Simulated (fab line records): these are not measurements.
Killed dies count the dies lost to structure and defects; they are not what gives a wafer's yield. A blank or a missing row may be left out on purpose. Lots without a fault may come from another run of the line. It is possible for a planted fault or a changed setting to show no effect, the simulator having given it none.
Chamber matching / flow n5Finfet / N5_BEOL_M4_ETCHBACK_99 on rieDiel-06: 4 sister chambers
The step etches SiO2 in CHF3, target depth 5 nm, time 10.4 s. 4 wafers are shown with their chamber, then 7 later ones without.

== WAFERS WITH THEIR CHAMBER ==
wafer=L085.1; chamber=2; drypumpMotorCurrentA (A)=5.4
wafer=L088.4; chamber=3; drypumpMotorCurrentA (A)=6.5
wafer=L091.1; chamber=0; drypumpMotorCurrentA (A)=6.6
wafer=L091.5; chamber=1; drypumpMotorCurrentA (A)=6.0

== WAFERS MISSING THEIR CHAMBER ==
wafer=L091.6; drypumpMotorCurrentA (A)=5.4
wafer=L092.1; drypumpMotorCurrentA (A)=5.5
wafer=L092.3; drypumpMotorCurrentA (A)=6.6
wafer=L092.4; drypumpMotorCurrentA (A)=6.5
wafer=L095.3; drypumpMotorCurrentA (A)=6.6
wafer=L095.5; drypumpMotorCurrentA (A)=6.0
wafer=L095.6; drypumpMotorCurrentA (A)=6.6

== WHICH CHAMBER EACH WENT THROUGH ==
wafer=L091.6; from the rows above=2; in truth=2
wafer=L092.1; from the rows above=2; in truth=2
wafer=L092.3; from the rows above=0; in truth=0
wafer=L092.4; from the rows above=3; in truth=3
wafer=L095.3; from the rows above=0; in truth=0
wafer=L095.5; from the rows above=1; in truth=1
wafer=L095.6; from the rows above=0; in truth=0
Correct placement for 7 of the 7. Can't be placed from these rows: 0. Number placed wrongly: 0.
How it was worked out, from the rows above alone: a wafer's distance from a chamber is the root of the sum, over the readings, of the square of ((its reading less the chamber's mean) divided by the reading's scatter). If the next closest chamber is less than 2 further off than the closest, the wafer can't be placed; otherwise it belongs to the closest. For every chamber, the mean is computed from those of its wafers that are shown. The scatter: root of mean squared gap, hidden wafer to nearest shown wafer, with one shown wafer a chamber.
